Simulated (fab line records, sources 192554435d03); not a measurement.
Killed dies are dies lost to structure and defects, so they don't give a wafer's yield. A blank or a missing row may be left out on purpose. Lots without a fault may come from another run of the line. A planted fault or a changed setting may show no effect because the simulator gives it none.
Chamber matching | flow n5_finfet | N5_BEOL_M9_ILD_DEP_00 on pecvd-02: 3 sister chambers
The step deposits SiCOH lowk from DEMS/porogen, target thk 308.51 nm, time 58 s. 3 wafers are shown with their chamber, then 7 later ones without.

WAFERS WITH THEIR CHAMBER
wafer  | chamber | throttle_valve_pct (%)
L087.6 | 2       | 12.6
L091.4 | 0       | 15.0
L091.5 | 1       | 14.6

WAFERS WITHOUT THEIR CHAMBER
wafer  | throttle_valve_pct (%)
L091.6 | 12.4
L092.1 | 15.0
L092.4 | 15.1
L092.6 | 14.8
L097.1 | 14.7
L097.4 | 14.9
L097.5 | 13.0

WHICH CHAMBER EACH WENT THROUGH
wafer  | from the rows above     | in truth
L091.6 | 2                       | 2
L092.1 | 0                       | 0
L092.4 | 0                       | 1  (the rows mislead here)
L092.6 | can't be placed: 0 or 1 | 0
L097.1 | can't be placed: 1 or 0 | 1
L097.4 | can't be placed: 0 or 1 | 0
L097.5 | 2                       | 2
Placed correctly: 3 of 7. Can't be placed from these rows: 3 (the true chamber is among the candidates in 3). Placed wrongly: 1.
How it was worked out, from the rows above alone: a wafer's distance from a chamber is the root of the sum, over the readings, of the square of ((its reading less the chamber's mean) divided by the reading's scatter). The wafer belongs to the nearest chamber; if the next one is less than 2 further off, it can't be placed. A chamber's mean is the mean of its shown wafers. The scatter: with one shown wafer a chamber, the root of the mean of the squares of how far each hidden wafer lies from its nearest shown one.
